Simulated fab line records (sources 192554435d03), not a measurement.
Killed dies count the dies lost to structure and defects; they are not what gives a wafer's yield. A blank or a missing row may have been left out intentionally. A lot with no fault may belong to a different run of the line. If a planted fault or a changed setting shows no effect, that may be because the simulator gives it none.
Matching of chambers | flow n5Finfet | rieDiel-05 running N5_BEOL_M5_DESCUM_16: 4 sister chambers
The step chemistry O2, time 7 s. 14 wafers are shown with their chamber, then 7 later ones without.

## WAFERS WITH THEIR CHAMBER
wafer  | chamber | showerheadPlenumPTorr (Torr) | throttleValvePct (%) | oesProductAu (a.u.)
L078.1 | 3       | 2.10                         | 20.79                | 0.80
L078.2 | 1       | 2.00                         | 20.72                | 0.73
L078.5 | 1       | 2.00                         | 20.70                | 0.74
L080.1 | 3       | 2.10                         | 20.78                | 0.80
L080.2 | 2       | 2.08                         | 20.23                | 0.75
L080.6 | 3       | 2.10                         | 20.79                | 0.80
L086.2 | 1       | 2.00                         | 20.73                | 0.73
L086.4 | 3       | 2.10                         | 20.80                | 0.80
L086.6 | 2       | 2.07                         | 20.27                | 0.73
L091.1 | 1       | 1.99                         | 20.76                | 0.72
L091.2 | 2       | 2.07                         | 20.28                | 0.72
L091.4 | 0       | 2.19                         | 20.19                | 0.77
L090.2 | 2       | 2.07                         | 20.28                | 0.73
L090.5 | 1       | 1.99                         | 20.75                | 0.73

SIGNATURES (averages over the wafers above)
reading               | chamber 0 | chamber 1 | chamber 2 | chamber 3 | scatter within a chamber
showerheadPlenumPTorr | 2.1900    | 1.9960    | 2.0725    | 2.1000    | 0.00442
throttleValvePct      | 20.1900   | 20.7320   | 20.2650   | 20.7900   | 0.0204
oesProductAu          | 0.7700    | 0.7300    | 0.7325    | 0.8000    | 0.00822
Rule: distance of a wafer from a chamber = root of the sum over the readings of ((wafer's reading minus chamber's mean) / reading's scatter) squared. The wafer belongs to the nearest chamber; if the next one is less than 2 further off, it can't be placed. How the scatter is found: for the shown wafers, subtract from each reading the mean of its chamber, square and add these, divide the total by (wafers less chambers), then take the root.

## WAFERS WITHOUT THEIR CHAMBER
wafer  | showerheadPlenumPTorr (Torr) | throttleValvePct (%) | oesProductAu (a.u.)
L090.6 | 2.19                         | 20.19                | 0.76
L092.2 | 2.19                         | 20.21                | 0.76
L092.3 | 1.99                         | 20.75                | 0.72
L092.4 | 2.07                         | 20.28                | 0.73
L096.2 | 1.99                         | 20.76                | 0.71
L096.3 | 2.07                         | 20.29                | 0.72
L096.6 | 1.99                         | 20.77                | 0.71

## EACH ONE'S CHAMBER
wafer  | from the rows above | in truth
L090.6 | 0                   | 0
L092.2 | 0                   | 0
L092.3 | 1                   | 1
L092.4 | 2                   | 2
L096.2 | 1                   | 1
L096.3 | 2                   | 2
L096.6 | 1                   | 1
Placed correctly: 7 of 7. Number that these rows cannot place: 0. Number placed wrongly: 0.
